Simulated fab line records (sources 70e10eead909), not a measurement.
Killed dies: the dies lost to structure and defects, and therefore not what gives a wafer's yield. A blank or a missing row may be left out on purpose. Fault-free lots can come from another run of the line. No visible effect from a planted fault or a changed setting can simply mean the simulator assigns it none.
A struck lot beside a sound one + flow nand_harc + 14 out of 1302 route steps
Sound: these wafers, L414.4, L414.5, L414.6. Wafers struck: L411.3, L411.5, L411.6. The cause comes at the end.
Each step with rows lists, per side, the tool, then ch with its chambers, then its first start. Under that, the readings that differ: sound wafers + struck wafers + difference of the means + sigmas: that difference in standard deviations of wafers without a fault.
alike: words and numbers the same on both sides, and readings whose means are apart by under 2 such deviations; not compared: readings that were withheld, readings missing a value for some wafer, numbers with overlapping values and no deviation given by the record, and bounds like >300 which may hide the same value.
The two part at a step that has a row with sigmas, a row that says differs or no value, or rows on one side only. Non-overlapping numbers with no deviation appear without sigmas and do not part them. A reading that every wafer of one side lacks parts them only if that side has two wafers or more.

NHARC_A_SGD_CUT_STRIP_28: strips in O2, time 20 s.
  sound: rie_diel-02 ch 1,2,3; struck: rie_diel-02 ch 1,2,3
  alike: drypump_motor_current_A, oes_product_au, rf_vpp_V, showerhead_plenum_p_Torr, throttle_valve_pct
  not compared: rf_hours_counter_h
NHARC_A_SGD_CUT_INSPECT_25:
  sound: defect_inspect-02 at day 25 10:22; struck: defect_inspect-02 at day 23 08:35
  alike: raw_defect_count
NHARC_A_SLIT_DEP_25: deposits SiO2, target thk 200 nm.
  sound on pecvd-01 ch 0,1,2, day 25 10:46; struck on pecvd-03 ch 1,2, day 23 08:40
  alike: heater_power_w, susceptor_temp_C, throttle_valve_pct
  not compared: since_wet_clean_h
NHARC_A_SLIT_DEP_00: deposits aC, target thk 6200 nm.
  sound on acl_dep-01 ch 0, day 25 15:31; struck on acl_dep-03 ch 0, day 23 10:50
| reading              | sound                | struck | difference                    | sigmas |
|----------------------|----------------------|--------|-------------------------------|--------|
| susceptor_temp_C (C) | 399.98 399.92 399.79 | - - -  | no value on the struck wafers |        |
  alike: throttle_valve_pct
NHARC_A_SLIT_DEP_23: deposits SiON, target thk 100 nm.
  sound on pecvd-01 ch 0,1,2, day 25 17:32; struck on pecvd-01 ch 1,2, day 23 13:22
| reading              | sound                | struck               | difference | sigmas |
|----------------------|----------------------|----------------------|------------|--------|
| susceptor_temp_C (C) | 399.77 399.88 399.57 | 400.13 400.39 400.01 | +0.44      | +2     |
  alike: heater_power_w
  not compared: since_wet_clean_h
then, 7 steps without rows for these wafers: NHARC_A_SLIT_DEHYDRATE_01 (time 120 s); NHARC_A_SLIT_HMDS_02 (time 30 s); NHARC_A_SLIT_COAT_03 (resist thk 90 nm); NHARC_A_SLIT_SOFTBAKE_04 (time 55 s); NHARC_A_SLIT_EBR_05; NHARC_A_SLIT_EXPOSE_06 (exposes mask SLIT); NHARC_A_SLIT_PEB_07 (peb time 65 s).
NHARC_A_SLIT_DEVELOP_08: develop time 35 s.
  sound on litho_track-01 ch 0, day 25 17:00; struck on litho_track-01, day 23 13:00
  no value came back on the struck wafers for chill_plate_temp_C (C), develop_time_s (s); on the sound wafers chill_plate_temp_C (C) reads 23.09 22.84 23.03
NHARC_A_SLIT_CD_MEAS_09 targets a cd of 300 nm.
  sound on cd_sem-03 ch 0, day 25 18:01; struck on cd_sem-01 ch 0, day 23 14:01
| reading    | sound             | struck | difference                    | sigmas |
|------------|-------------------|--------|-------------------------------|--------|
| cd_nm (nm) | 298.9 300.3 300.1 | - - -  | no value on the struck wafers |        |

## WHERE THEY PART
Earliest at NHARC_A_SLIT_DEP_00; latest, in this record, at NHARC_A_SLIT_CD_MEAS_09.

WHY: whatever the simulator had introduced
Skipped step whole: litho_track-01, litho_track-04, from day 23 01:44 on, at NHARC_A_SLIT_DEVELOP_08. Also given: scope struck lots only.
